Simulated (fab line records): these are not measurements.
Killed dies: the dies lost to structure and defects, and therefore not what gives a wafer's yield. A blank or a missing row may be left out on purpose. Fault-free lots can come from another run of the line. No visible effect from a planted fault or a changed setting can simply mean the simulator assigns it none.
fab line records	flow n5-finfet
record lots=9	wafers=27	last-day=17
route steps=1938 shown PMOS_HMC_CHANNEL_EPI@57 FIN_SAQP@95 BEOL_M4@1111 PASSIVATION@1936
lots that met no fault: taken from a fault-free run of the same line
start-h: start of the lot's first displayed wafer, in hours after the record's first day	wait-h: hours since the lot's step before	" identical to the entry in the row above	L1.1+2: a single row standing in for several wafers	- value missing, or start not given	* or withheld: withheld	< > ~ a bound
route shown NAME@n: NAME is a module with steps in the file, n the number in the route of the first one	usual: the fault-free wafers' mean and standard deviation	same: alike in all rows	chamber/n: place in a boat	sites: readings site by site	_std_site: standard deviation across them	_edge_site: inner sites' mean taken away from outer sites' mean	radius-mm: for every site, how far away it sits from the centre of the wafer	mask NAME#n: copy n	behind: the tool/chamber that last shaped the wafer	hold: what put the lot on hold/how long, in hours/how the hold closed	device: the transistor (n, p or np) that didn't switch	end of line: tests run on the same wafers once the route is complete	step lacking rows: just its recipe	killed: count of dies lost to structure and defects at first sort (not the wafer's yield)	map: a wafer's dies, x killed, . not, _ none there
set.NAME: the run value of the setting; set.NAME@STEP: its run value at that earlier step	model.NAME: the simulator's own value behind a step, which no gauge read
steps of the route over a sample of lots; a table a step, a row a wafer
services: a tool's chamber out of use, with start hour (start-h, from the record's first day; less than 0 if before it), hours out, and reason
## steps
# step N5_PMOS_HMC_CHANNEL_EPI_HM_DEP_34
# recipe material=SiO2	target-thk-a=360	temp-c=400	precursor=TEOS/O2	pressure-torr=6.5	rf-w=900	teos-flow-sccm=161.4	gas=O2	flow-sccm=2650	time-s=6.9
# usual chamber-pressure-Torr=6.500/0.013	heater-power-outer-w=289/52	heater-power-w=546/65	showerhead-plenum-p-Torr=8.363/0.026	throttle-valve-pct=18.8/1.1
lot.wafer	tool	chamber	start-h	wait-h	chamber-pressure-Torr	heater-power-outer-w	heater-power-w	showerhead-plenum-p-Torr	throttle-valve-pct
L629.1	pecvd-02	0	72.03	0.0	6.503	240	486	8.305	18.8
L629.2	"	2	"	"	6.499	321	593	8.363	18.9
L629.5	"	0	"	"	6.507	245	493	8.313	18.9
L632.1	pecvd-02	0	88.72	0.0	6.494	342	620	8.337	18.7
L632.3	"	2	"	"	6.495	332	608	8.369	18.9
L632.4	"	0	"	"	6.500	329	598	8.312	18.9
L633.3	pecvd-01	0	94.71	0.0	6.530	381	637	8.414	18.7
L633.5	"	2	"	"	6.507	328	659	8.360	17.1
L633.6	"	0	"	"	6.517	381	646	8.384	18.8
L634.1	pecvd-01	1	101.00	0.0	6.475	298	569	8.317	19.6
L634.2	"	0	"	"	6.507	411	665	8.406	18.6
L634.3	"	2	"	"	6.495	227	505	8.344	16.8
L637.1	pecvd-03	1	119.97	0.0	6.486	253	547	8.343	18.8
L637.4	"	2	"	"	6.488	308	530	8.365	16.6
L637.5	"	1	"	"	6.506	252	525	8.333	18.7
L638.1	pecvd-02	2	124.85	0.0	6.489	263	517	8.374	19.1
L638.4	"	2	"	"	6.506	267	511	8.388	19.2
L638.5	"	0	"	"	6.517	262	503	8.310	18.8
L639.1	pecvd-01	0	131.86	0.0	6.511	313	532	8.400	19.0
L639.4	"	1	"	"	6.492	295	521	8.349	19.4
L639.6	"	0	"	"	6.508	312	548	8.403	19.0
L641.3	pecvd-03	1	142.82	0.0	6.520	260	544	8.354	18.6
L641.5	"	1	"	"	6.529	155	413	8.353	18.5
L641.6	"	2	"	"	6.483	221	419	8.368	16.7
L642.1	pecvd-02	2	150.11	0.0	6.487	328	606	8.349	19.1
L642.3	"	0	"	"	6.511	302	570	8.327	18.8
L642.5	"	2	"	"	6.470	328	601	8.384	19.0
# step N5_FIN_SAQP_DENSIFY_62
# recipe temp-c=700	time-s=60	ambient=N2	idle-temp-c=600	ramp-up-c-per-s=150	ramp-down-c-per-s=60	cool-to-c=600
# usual lamp-power-pct=9.84/0.052	lamp_zone_2_pct=9.845/0.0095	lamp_zone_4_pct=9.839/0.01	wafer_temp_C_max=703.3/0.75
lot.wafer	tool	chamber	start-h	wait-h	lamp-power-pct	lamp_zone_2_pct	lamp_zone_4_pct	wafer_temp_C_max
L629.1	rtp-anneal-02	0	76.29	0.2	9.87	9.850	9.833	703.5
L629.2	"	0	"	"	9.80	9.845	9.822	703.7
L629.5	"	0	"	"	9.86	9.833	9.836	702.5
L632.1	rtp-anneal-02	0	93.26	0.2	9.78	9.842	9.839	704.2
L632.3	"	0	"	"	9.99	9.844	9.840	703.2
L632.4	"	0	"	"	9.82	9.852	9.826	702.6
L633.3	rtp-anneal-01	0	98.95	0.2	9.84	9.842	9.839	702.7
L633.5	"	0	"	"	9.87	9.849	9.851	702.9
L633.6	"	0	"	"	9.81	9.850	9.837	702.6
L634.1	rtp-anneal-01	0	104.65	0.3	9.85	9.840	9.833	703.5
L634.2	"	0	"	"	9.85	9.835	9.842	703.5
L634.3	"	0	"	"	9.88	9.836	9.838	704.4
L637.1	rtp-anneal-02	0	123.81	0.2	9.82	9.866	9.834	702.9
L637.4	"	0	"	"	9.82	9.840	9.823	704.5
L637.5	"	0	"	"	9.78	9.838	9.849	704.2
L638.1	rtp-anneal-01	0	129.02	0.1	9.86	9.845	9.840	703.3
L638.4	"	0	"	"	9.84	9.852	9.833	702.9
L638.5	"	0	"	"	9.88	9.849	9.836	703.1
L639.1	rtp-anneal-01	0	135.67	0.2	9.83	9.849	9.843	703.2
L639.4	"	0	"	"	9.93	9.862	9.844	702.7
L639.6	"	0	"	"	9.86	9.842	9.846	703.8
L641.3	rtp-anneal-02	0	146.95	0.2	9.80	9.849	9.848	704.7
L641.5	"	0	"	"	9.86	9.856	9.837	703.6
L641.6	"	0	"	"	9.82	9.827	9.846	702.8
L642.1	rtp-anneal-01	0	154.07	0.1	9.84	9.830	9.825	704.2
L642.3	"	0	"	"	9.85	9.851	9.844	703.9
L642.5	"	0	"	"	9.79	9.835	9.846	702.5
# step N5_FIN_SAQP_HM_DEP_03
# recipe material=SiNx	target-thk-a=380	temp-c=400	precursor=SiH4/NH3/N2	pressure-torr=1.5	rf-w=300	time-s=33.6
# usual chamber-pressure-Torr=1.500/0.0037	heater-power-outer-w=423/67	heater-power-w=717/89	showerhead-plenum-p-Torr=5.14/0.091	throttle-valve-pct=41/3.5
lot.wafer	tool	chamber	start-h	wait-h	chamber-pressure-Torr	heater-power-outer-w	heater-power-w	showerhead-plenum-p-Torr	throttle-valve-pct
L629.1	pecvd-03	1	76.51	0.2	1.502	387	734	5.15	40
L629.2	"	0	"	"	1.505	447	746	5.22	44
L629.5	"	2	"	"	1.505	453	697	5.16	35
L632.1	pecvd-03	1	93.48	0.2	-	-	-	-	-
L632.3	"	0	"	"	-	-	-	-	-
L632.4	"	2	"	"	-	-	-	-	-
L633.3	pecvd-04	2	99.12	0.1	-	-	-	-	-
L633.5	"	2	"	"	-	-	-	-	-
L633.6	"	0	"	"	-	-	-	-	-
L634.1	pecvd-04	0	104.88	0.2	-	-	-	-	-
L634.2	"	2	"	"	-	-	-	-	-
L634.3	"	1	"	"	-	-	-	-	-
L637.1	pecvd-04	1	124.02	0.2	1.503	393	682	5.15	40
L637.4	"	0	"	"	1.501	417	675	4.89	41
L637.5	"	2	"	"	1.505	303	561	5.12	48
L638.1	pecvd-04	0	129.24	0.2	1.499	435	705	4.89	41
L638.4	"	0	"	"	1.504	447	695	4.89	41
L638.5	"	2	"	"	1.505	280	510	5.13	47
L639.1	pecvd-01	1	135.89	0.2	1.504	470	782	5.13	42
L639.4	"	2	"	"	1.502	427	794	5.16	37
L639.6	"	1	"	"	1.497	470	798	5.12	42
L641.3	pecvd-04	1	147.10	0.1	1.502	350	626	5.15	40
L641.5	"	1	"	"	1.501	362	615	5.16	40
L641.6	"	0	"	"	1.503	406	665	4.89	41
L642.1	pecvd-03	1	154.29	0.2	1.505	408	758	5.16	40
L642.3	"	0	"	"	1.495	451	749	5.22	45
L642.5	"	2	"	"	1.492	436	694	5.16	36
# step N5_FIN_SAQP_THK_MEAS_05
# usual thk-nm=37.9/0.47
lot.wafer	tool	chamber	start-h	wait-h	thk-nm
L629.1	film-metro-02	-	76.59	0.1	37.8
L629.2	"	-	"	"	37.1
L629.5	"	-	"	"	38.2
L632.1	film-metro-01	-	93.56	0.1	4.1
L632.3	"	-	"	"	4.0
L632.4	"	-	"	"	4.0
L633.3	film-metro-01	-	99.21	0.1	4.0
L633.5	"	-	"	"	4.0
L633.6	"	-	"	"	4.1
L634.1	film-metro-02	-	104.97	0.1	4.1
L634.2	"	-	"	"	4.0
L634.3	"	-	"	"	4.1
L637.1	film-metro-02	-	124.11	0.1	38.6
L637.4	"	-	"	"	38.5
L637.5	"	-	"	"	37.9
L638.1	film-metro-02	-	129.32	0.1	38.2
L638.4	"	-	"	"	38.3
L638.5	"	-	"	"	38.5
L639.1	film-metro-02	-	135.99	0.1	38.0
L639.4	"	-	"	"	38.1
L639.6	"	-	"	"	38.3
L641.3	film-metro-02	-	147.19	0.1	37.0
L641.5	"	-	"	"	37.8
L641.6	"	-	"	"	37.9
L642.1	film-metro-02	-	154.37	0.1	37.7
L642.3	"	-	"	"	37.8
L642.5	"	-	"	"	39.5
# step N5_FIN_SAQP_THK_MEAS_07
# usual thk-nm=60.0/0.71
lot.wafer	tool	chamber	start-h	wait-h	thk-nm
L629.1	film-metro-01	-	76.80	0.1	59.9
L629.2	"	-	"	"	60.2
L629.5	"	-	"	"	60.8
L632.1	film-metro-02	-	93.77	0.1	60.3
L632.3	"	-	"	"	60.3
L632.4	"	-	"	"	60.5
L633.3	film-metro-01	-	99.42	0.1	59.3
L633.5	"	-	"	"	60.6
L633.6	"	-	"	"	60.7
L634.1	film-metro-01	-	105.24	0.1	59.2
L634.2	"	-	"	"	59.2
L634.3	"	-	"	"	60.0
L637.1	film-metro-01	-	124.31	0.1	59.6
L637.4	"	-	"	"	60.3
L637.5	"	-	"	"	60.5
L638.1	film-metro-02	-	129.53	0.1	59.7
L638.4	"	-	"	"	59.2
L638.5	"	-	"	"	60.0
L639.1	film-metro-01	-	136.21	0.1	59.5
L639.4	"	-	"	"	60.9
L639.6	"	-	"	"	60.0
L641.3	film-metro-02	-	147.40	0.1	59.2
L641.5	"	-	"	"	60.1
L641.6	"	-	"	"	60.3
L642.1	film-metro-02	-	154.58	0.1	59.3
L642.3	"	-	"	"	60.6
L642.5	"	-	"	"	60.7
# step N5_FIN_SAQP_CD_MEAS_31
# recipe target-cd-nm=8	landing-energy-ev=1000	detector=se-inlens	polarity=line
# usual cd-nm=8.11/0.21
lot.wafer	tool	chamber	start-h	wait-h	cd-nm
L629.1	cd-sem-01	0	81.92	0.1	8.36
L629.2	"	0	"	"	8.29
L629.5	"	0	"	"	8.15
L632.1	cd-sem-01	0	99.91	0.1	-
L632.3	"	0	"	"	-
L632.4	"	0	"	"	-
L633.3	cd-sem-01	0	103.43	0.1	-
L633.5	"	0	"	"	-
L633.6	"	0	"	"	-
L634.1	cd-sem-01	0	110.01	0.1	-
L634.2	"	0	"	"	-
L634.3	"	0	"	"	-
L637.1	cd-sem-01	0	128.78	0.1	7.91
L637.4	"	0	"	"	8.08
L637.5	"	0	"	"	8.32
L638.1	cd-sem-01	0	134.45	0.1	7.85
L638.4	"	0	"	"	8.23
L638.5	"	0	"	"	8.09
L639.1	cd-sem-02	0	140.88	0.1	8.25
L639.4	"	0	"	"	8.51
L639.6	"	0	"	"	8.27
L641.3	cd-sem-02	0	152.74	0.1	8.22
L641.5	"	0	"	"	8.34
L641.6	"	0	"	"	8.20
L642.1	cd-sem-01	0	158.96	0.1	7.51
L642.3	"	0	"	"	8.21
L642.5	"	0	"	"	7.79
# step N5_BEOL_M4_RC_MEAS_101
# usual DIBL_N=36.3/1.2	DIBL_P=36.3/1.4	IOFF_N=0.157/0.02	IOFF_P=0.22/0.033	ION_N=675/9.6	ION_P=465/8.2	SS_N=71.4/0.45	SS_P=73.3/0.54	VT_N=249.8/2.5	VT_P=-249/3.2
lot.wafer	tool	chamber	start-h	wait-h	DIBL_N[mV/V]	DIBL_P[mV/V]	IOFF_N[nA/um]	IOFF_P[nA/um]	ION_N[uA/um]	ION_P[uA/um]	SS_N[mV/dec]	SS_P[mV/dec]	VT_N[mV]	VT_P[mV]
L629.1	prober-01	0	232.27	0.4	34.2	35.7	0.151	0.23	686	468	71.2	72.6	248.1	-247
L629.2	"	0	"	"	34.5	36.1	0.159	0.23	670	470	71.8	72.4	245.6	-248
L629.5	"	0	"	"	35.3	37.5	0.177	0.26	692	475	71.6	72.8	247.1	-246
L637.1	prober-02	0	299.64	0.0	35.0	35.0	0.143	0.25	674	464	72.2	73.6	251.8	-248
L637.4	"	0	"	"	35.3	35.0	0.149	0.23	677	472	71.7	73.6	252.1	-247
L637.5	"	0	"	"	34.5	33.3	0.137	0.21	687	473	71.4	73.2	250.9	-248
L638.1	prober-01	0	299.75	0.0	35.0	33.2	0.123	0.15	654	443	70.7	73.8	256.3	-256
L638.4	"	0	"	"	35.9	34.8	0.141	0.17	665	450	71.5	73.9	254.5	-258
L638.5	"	0	"	"	35.8	34.6	0.130	0.17	650	442	71.2	73.9	257.1	-256
L639.1	prober-02	0	300.57	0.2	35.0	35.5	0.126	0.18	653	459	70.5	72.8	254.0	-251
L639.4	"	0	"	"	35.4	36.4	0.127	0.19	661	460	71.3	73.2	254.7	-251
L639.6	"	0	"	"	34.6	35.6	0.115	0.18	658	459	70.8	73.1	254.7	-252
L642.1	prober-01	0	307.20	0.0	35.7	36.1	0.147	0.25	673	469	71.2	73.3	249.2	-246
L642.3	"	0	"	"	37.4	37.9	0.182	0.28	675	473	71.5	74.0	246.1	-245
L642.5	"	0	"	"	36.5	36.6	0.170	0.26	667	464	71.8	73.9	247.4	-246
L641.3	prober-02	0	315.34	0.3	37.2	37.3	0.186	0.26	691	481	71.4	74.0	247.1	-246
L641.5	"	0	"	"	37.1	36.7	0.174	0.25	683	473	71.6	74.1	249.6	-247
L641.6	"	0	"	"	35.9	34.6	0.154	0.22	689	474	70.7	73.9	253.2	-250
# step N5_PASSIVATION_PROBE_49
# usual defect-limited-yield=91.1/1.4	killed_at_M0_to_M3=33/10	killed_at_M4_up=15/5.8	killed-at-contacts=13/5.9	killed-at-front-end=39/11	killed-at-other=4/3.6	killed-dies=105/16	killed-on-rim=13/3.7	killed-open=68/11	killed-short=34/7.8	sort_bin_5_function=5.2/0.88	sort_bin_6_memory=3.3/0.61	sort-n-pass=1075/16	sort-yield-pct=91.1/1.4
# same gross-dies=1180	killed-at-back-side=0	sort_bin_4_leakage[%]=0	sort_bin_8_speed[%]=0
lot.wafer	tool	chamber	start-h	wait-h	defect-limited-yield[%]	killed_at_M0_to_M3	killed_at_M4_up	killed-at-contacts	killed-at-front-end	killed-at-other	killed-dies	killed-on-rim	killed-open	killed-short	sort_bin_5_function[%]	sort_bin_6_memory[%]	sort-n-pass	sort-yield-pct[%]
L633.3	prober-01	-	358.42	0.1	0	3	2	1	1172	2	1180	152	8	6	74.4	2.3	0	0
L633.5	prober-01	-	358.52	0.2	0	7	2	2	1168	1	1180	152	9	8	71.4	3.6	0	0
L633.6	prober-01	-	358.57	0.3	0	4	4	3	1167	2	1180	152	7	8	76.1	2.5	0	0
L632.1	prober-02	-	371.76	0.0	0	6	1	1	1169	3	1180	152	7	9	73.8	3.1	0	0
L632.3	prober-02	-	371.86	0.1	0	11	4	2	1161	2	1180	152	17	7	74.3	3.1	0	0
L632.4	prober-02	-	371.91	0.2	0	13	1	2	1162	2	1180	152	16	11	72.5	3.1	0	0
L634.1	prober-02	-	375.67	0.0	0	6	5	2	1165	2	1180	152	14	13	72.6	3.3	0	0
L634.2	prober-02	-	375.72	0.1	0	4	1	1	1174	0	1180	152	6	5	72.1	3.1	0	0
L634.3	prober-02	-	375.77	0.1	0	6	7	3	1164	0	1180	152	18	10	73.4	3.5	0	0
# killed by level:class
L633.3 FIN_SAQP:lost-pattern=1156 FIN_SAQP:area-dep=10 FIN_SAQP:geometric-particle:short=3 BEOL_M1:geometric-particle:open=2 FIN_SAQP:geometric-particle:open=1 STI_FIN_REVEAL:geometric-particle:open=1 GATE_CUT:geometric-particle:open=1 MOL_CONTACT_COAG:geometric-particle:short=1
L633.5 FIN_SAQP:lost-pattern=1160 BEOL_M0_SAQP:geometric-particle:short=4 FIN_SAQP:area-dep=3 FIN_SAQP:geometric-particle:open=2 BEOL_M0_SAQP:geometric-particle:open=2 FIN_SAQP:geometric-particle:short=1 FIN_CUT:geometric-particle:short=1 MOL_CONTACT_COAG:geometric-particle:short=1
L633.6 FIN_SAQP:lost-pattern=1157 FIN_SAQP:area-dep=8 BEOL_M4:geometric-particle:open=3 MOL_CONTACT_COAG:geometric-particle:open=2 BEOL_M0_SAQP:geometric-particle:short=2 MIM_TOP_ETCH:geometric-particle:short=2 FIN_SAQP:geometric-particle:short=1 ILD0:geometric-particle:short=1
L632.1 FIN_SAQP:lost-pattern=1162 FIN_SAQP:geometric-particle:open=2 FIN_SAQP:geometric-particle:short=2 BEOL_M0_SAQP:geometric-particle:short=2 MIM_TOP_ETCH:geometric-particle:short=2 FIN_SAQP:area-dep=2 BEOL_M2:geometric-particle:open=1 MOL_CONTACT_COAG:geometric-particle:short=1
L632.3 FIN_SAQP:lost-pattern=1148 FIN_SAQP:area-dep=8 BEOL_M0_SAQP:geometric-particle:short=4 FIN_SAQP:geometric-particle:open=2 DUMMY_GATE:geometric-particle:open=2 MOL_CONTACT_COAG:geometric-particle:open=2 BEOL_M0_SAQP:geometric-particle:open=2 BEOL_M3:geometric-particle:open=2
L632.4 FIN_SAQP:lost-pattern=1148 FIN_SAQP:geometric-particle:short=5 FIN_SAQP:area-dep=5 BEOL_M3:geometric-particle:open=4 BEOL_M0_SAQP:geometric-particle:short=4 BEOL_M2:geometric-particle:open=3 FIN_SAQP:geometric-particle:open=2 MOL_CONTACT_COAG:geometric-particle:open=2
L634.1 FIN_SAQP:lost-pattern=1143 FIN_SAQP:area-dep=10 ILD0:geometric-particle:short=3 GATE_CUT:geometric-particle:short=3 BEOL_M0_SAQP:geometric-particle:short=3 STI_FIN_REVEAL:geometric-particle:open=2 MOL_CONTACT_COAG:geometric-particle:open=2 BEOL_M2:geometric-particle:open=2
L634.2 FIN_SAQP:lost-pattern=1167 ILD0:geometric-particle:short=2 FIN_SAQP:area-dep=2 FIN_SAQP:geometric-particle:open=1 FIN_SAQP:geometric-particle:short=1 STI_FIN_REVEAL:geometric-particle:open=1 MOL_CONTACT_COAG:geometric-particle:open=1 BEOL_M2:geometric-particle:open=1
L634.3 FIN_SAQP:lost-pattern=1146 FIN_SAQP:area-dep=6 FIN_SAQP:geometric-particle:short=5 BEOL_M4:geometric-particle:open=4 FIN_SAQP:geometric-particle:open=2 MOL_CONTACT_COAG:geometric-particle:open=2 BEOL_M0_SAQP:geometric-particle:open=2 BEOL_M8:geometric-particle:open=2
## services
tool	chamber	start-h	hours	kind
pecvd-04	-	49.91	14.6	pm
pecvd-03	1	73.19	2.1	scheduled-down
pecvd-02	2	85.12	2.1	scheduled-down
pecvd-01	1	86.23	11.2	repair
pecvd-04	2	90.23	2.1	scheduled-down
pecvd-01	2	101.14	2.1	scheduled-down
pecvd-01	0	103.27	5.5	scheduled-down
pecvd-02	-	106.83	2.8	pm
pecvd-02	0	142.29	5.6	repair
pecvd-01	0	148.21	20.6	repair
## key
first-sign step=N5_FIN_SAQP_HM_DEP_03	reading=tool-record	direction=missing
effect step=N5_FIN_SAQP_THK_MEAS_05	reading=thk-nm	direction=down	sigmas=72	usual=*	struck=*
effect step=N5_FIN_SAQP_CD_MEAS_31	reading=cd-nm	direction=missing
effect step=N5_PASSIVATION_PROBE_49	reading=killed-at-front-end	direction=up	sigmas=99+	usual=39	struck=1167
met-at N5_FIN_SAQP_HM_DEP_03
struck-lots L632,L633,L634
later-rows-left-out L632.1,L632.3,L632.4,L633.3,L633.5,L633.6,L634.1,L634.2,L634.3
not-acting-at N5_PMOS_HMC_CHANNEL_EPI_HM_DEP_34,N5_FIN_SAQP_DENSIFY_62,N5_FIN_SAQP_THK_MEAS_07
onset-between 76.51 93.48
fault kind=skipped-step-whole	tool=pecvd-03,pecvd-04	chamber=-	onset-h=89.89	steps=N5_FIN_SAQP_HM_DEP_03	scope=struck-lots-only
# later-rows-left-out: the simulator's readings of these wafers behind a module that went badly wrong aren't trusted and aren't shown, but for the sort
